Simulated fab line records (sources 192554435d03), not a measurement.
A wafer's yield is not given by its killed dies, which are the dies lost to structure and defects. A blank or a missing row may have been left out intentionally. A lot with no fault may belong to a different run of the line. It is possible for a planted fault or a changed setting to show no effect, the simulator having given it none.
Which tool was responsible?    flow n5 finfet    12 lots, 36 wafers sampled, at 5 steps of a route of 1938

WHAT EACH GAUGE READ, for each wafer
The record lacks any reading of a measuring or inspecting step that a usual standard deviation could be used to judge.

WHICH TOOL RAN EACH LOT (tool, then ch and the chambers of the sampled wafers, then the start)
lot   N5_BEOL_M5_SPUTTER_88         N5_BEOL_M5_SPUTTER_90         N5_BEOL_M5_PRE_CLEAN_77           N5_BEOL_M5_CO_CAP_78              N5_PASSIVATION_PROBE_49
L552  pvd sputter-03, day 9 02:59   pvd sputter-03, day 9 04:04   cvd co-02 ch 0,1, day 9 05:40     cvd co-02 ch 0,1, day 9 05:43     -
L553  pvd sputter-03, day 9 14:55   pvd sputter-03, day 9 16:01   cvd co-02 ch 0,1,2, day 9 16:52   cvd co-02 ch 0,1,2, day 9 16:55   -
L556  pvd sputter-02, day 10 10:07  pvd sputter-02, day 10 11:13  cvd co-02 ch 0,2, day 10 12:02    cvd co-02 ch 0,2, day 10 12:05    -
L557  pvd sputter-01, day 10 17:10  pvd sputter-01, day 10 18:15  cvd co-01 ch 0,2, day 10 19:19    cvd co-01 ch 0,2, day 10 19:21    -
L558  pvd sputter-01, day 10 21:50  pvd sputter-01, day 10 22:55  cvd co-01 ch 0,1,2, day 10 23:46  cvd co-01 ch 0,1,2, day 10 23:49  prober-01, day 15 00:50
L559  pvd sputter-01, day 11 07:20  pvd sputter-01, day 11 08:26  cvd co-01 ch 0,1,2, day 11 09:16  cvd co-01 ch 0,1,2, day 11 09:18  -
L560  pvd sputter-03, day 11 09:18  pvd sputter-03, day 11 10:23  cvd co-01 ch 0,1, day 11 11:13    cvd co-01 ch 0,1, day 11 11:15    -
L561  pvd sputter-03, day 11 16:07  pvd sputter-03, day 11 17:13  cvd co-01 ch 0,2, day 11 18:11    cvd co-01 ch 0,2, day 11 18:13    -
L562  pvd sputter-03, day 12 02:23  pvd sputter-03, day 12 03:28  cvd co-02 ch 0,1,2, day 12 04:18  cvd co-02 ch 0,1,2, day 12 04:20  -
L567  pvd sputter-03, day 13 07:12  pvd sputter-03, day 13 08:17  cvd co-02 ch 0,1,2, day 13 09:41  cvd co-02 ch 0,1,2, day 13 09:44  prober-01, day 17 11:51
L569  pvd sputter-01, day 14 03:01  pvd sputter-01, day 14 04:07  cvd co-01 ch 0,2, day 14 04:56    cvd co-01 ch 0,2, day 14 04:59    -
L571  pvd sputter-03, day 14 22:38  pvd sputter-03, day 14 23:43  cvd co-01 ch 0,2, day 15 00:49    cvd co-01 ch 0,2, day 15 00:53    -
- N5_BEOL_M5_SPUTTER_88: material Cu, target thk 15 nm, time 27.62 s.
- N5_BEOL_M5_SPUTTER_90: material Cu, target thk 4.5 nm, time 8.29 s.
- N5_BEOL_M5_PRE_CLEAN_77: time 15 s.
- N5_BEOL_M5_CO_CAP_78: material Co, precursor CCTBA/H2, target thk 2 nm, time 102.1 s.
- N5_PASSIVATION_PROBE_49

AS READ BY THE TOOLS THEMSELVES (means over the sampled wafers that have a number; for cases with no such wafer, the mark the record gives instead)
N5_BEOL_M5_SPUTTER_88. Usual: chuck gas flow sccm 1.27 sccm, standard deviation 0.06; throttle valve pct 30.2 %, standard deviation 1.1.
lot   tool            chuck gas flow sccm (sccm)  throttle valve pct (%)  flag
L552  pvd sputter-03  1.27                        29.7                    
L553  pvd sputter-03  1.30                        30.3                    
L556  pvd sputter-02  1.30                        29.4                    
L557  pvd sputter-01  1.30                        30.8                    
L558  pvd sputter-01  1.29                        31.2                    
L559  pvd sputter-01  1.23                        31.2                    
L560  pvd sputter-03  1.25                        29.5                    
L561  pvd sputter-03  1.25                        30.2                    
L562  pvd sputter-03  1.24                        29.5                    
L567  pvd sputter-03  1.34                        30.6                    
L569  pvd sputter-01  1.34                        30.2                    
L571  pvd sputter-03  1.25                        30.5                    

N5_BEOL_M5_SPUTTER_90. Usual: chuck gas flow sccm 1.27 sccm, standard deviation 0.056; throttle valve pct 30.2 %, standard deviation 1.1.
lot   tool            chuck gas flow sccm (sccm)  throttle valve pct (%)  flag
L552  pvd sputter-03  1.27                        29.7                    
L553  pvd sputter-03  1.27                        30.4                    
L556  pvd sputter-02  1.30                        29.5                    
L557  pvd sputter-01  1.22                        30.8                    
L558  pvd sputter-01  1.27                        31.2                    
L559  pvd sputter-01  1.20                        31.3                    
L560  pvd sputter-03  1.27                        29.8                    
L561  pvd sputter-03  1.26                        30.2                    
L562  pvd sputter-03  1.30                        29.5                    
L567  pvd sputter-03  1.25                        30.5                    
L569  pvd sputter-01  1.30                        30.4                    
L571  pvd sputter-03  1.25                        30.4                    

N5_BEOL_M5_PRE_CLEAN_77. Usual: heater power w reads 84 W (standard deviation 14).
lot   tool       heater power w (W)  flag
L552  cvd co-02  78                  
L553  cvd co-02  82                  
L556  cvd co-02  88                  
L557  cvd co-01  70                  
L558  cvd co-01  84                  
L559  cvd co-01  85                  
L560  cvd co-01  83                  
L561  cvd co-01  73                  
L562  cvd co-02  85                  
L567  cvd co-02  84                  
L569  cvd co-01  74                  
L571  cvd co-01  71                  

N5_BEOL_M5_CO_CAP_78. Usual: heater power w 234 W, standard deviation 18; run length s 124.7 s, standard deviation 0.65.
lot   tool       heater power w (W)  run length s (s)  flag
L552  cvd co-02  228                 124.4             
L553  cvd co-02  233                 124.8             
L556  cvd co-02  238                 124.9             
L557  cvd co-01  218                 124.8             
L558  cvd co-01  236                 124.9             
L559  cvd co-01  237                 124.6             
L560  cvd co-01  232                 125.0             
L561  cvd co-01  223                 124.5             
L562  cvd co-02  235                 124.8             
L567  cvd co-02  231                 104.7             OFF
L569  cvd co-01  220                 124.2             
L571  cvd co-01  218                 124.5             

N5_PASSIVATION_PROBE_49. Usual: defect limited yield 91.4 %, standard deviation 1.3; killed_at_M0_to_M3 34, standard deviation 10; killed_at_M4_up 14, standard deviation 5.6; killed at contacts 13, standard deviation 5.9; killed at front end 37, standard deviation 9.9; killed at other 3.5, standard deviation 2.8; killed dies 101, standard deviation 15; killed open 67, standard deviation 12; killed short 32, standard deviation 6.6; sort_bin_5_function 5.0 %, standard deviation 0.81; sort_bin_6_memory 3.2 %, standard deviation 0.66; sort n pass 1079, standard deviation 15; sort yield pct 91.4 %, standard deviation 1.3.
lot   tool       defect limited yield (%)  killed_at_M0_to_M3  killed_at_M4_up  killed at contacts  killed at front end  killed at other  killed dies  killed open  killed short  sort_bin_5_function (%)  sort_bin_6_memory (%)  sort n pass  sort yield pct (%)  flag
L558  prober-01  93.2                      22                  12               10                  35                   2.0              80           50           28            3.7                      2.5                    1100         93.2                
L567  prober-01  92.3                      34                  10               9                   32                   5.7              91           54           35            4.7                      2.8                    1089         92.3                

THE ANSWER, worked out from the rows above alone
Rule: a lot is off if the mean of its wafers that have a number lies more than 3 standard deviations from the usual mean. A lot without any number at a reading at which 4 lots or more have one is off too. All remaining lots with rows at the step are treated as sound. Order of review: gauges by route order, followed by the tools' own readings, for which a lot's mean as printed above is used. The first step at which some lot is off is used, and at that step the reading that is off furthest; a lot without a number counts as furthest.
Off: L567 (N5_BEOL_M5_CO_CAP_78, run length s).
A tool fits if, at that step or a process step before it, it ran every lot that is off, and no sound lot after the first of them. One fits: N5_BEOL_M5_PRE_CLEAN_77 and N5_BEOL_M5_CO_CAP_78 on cvd co-02. At N5_BEOL_M5_PRE_CLEAN_77 its last sound lot is L562 (day 12 04:18), its first lot that is off L567 (day 13 09:41): a fault that began between those two fits.

WHAT THE SIMULATOR HAD INSERTED
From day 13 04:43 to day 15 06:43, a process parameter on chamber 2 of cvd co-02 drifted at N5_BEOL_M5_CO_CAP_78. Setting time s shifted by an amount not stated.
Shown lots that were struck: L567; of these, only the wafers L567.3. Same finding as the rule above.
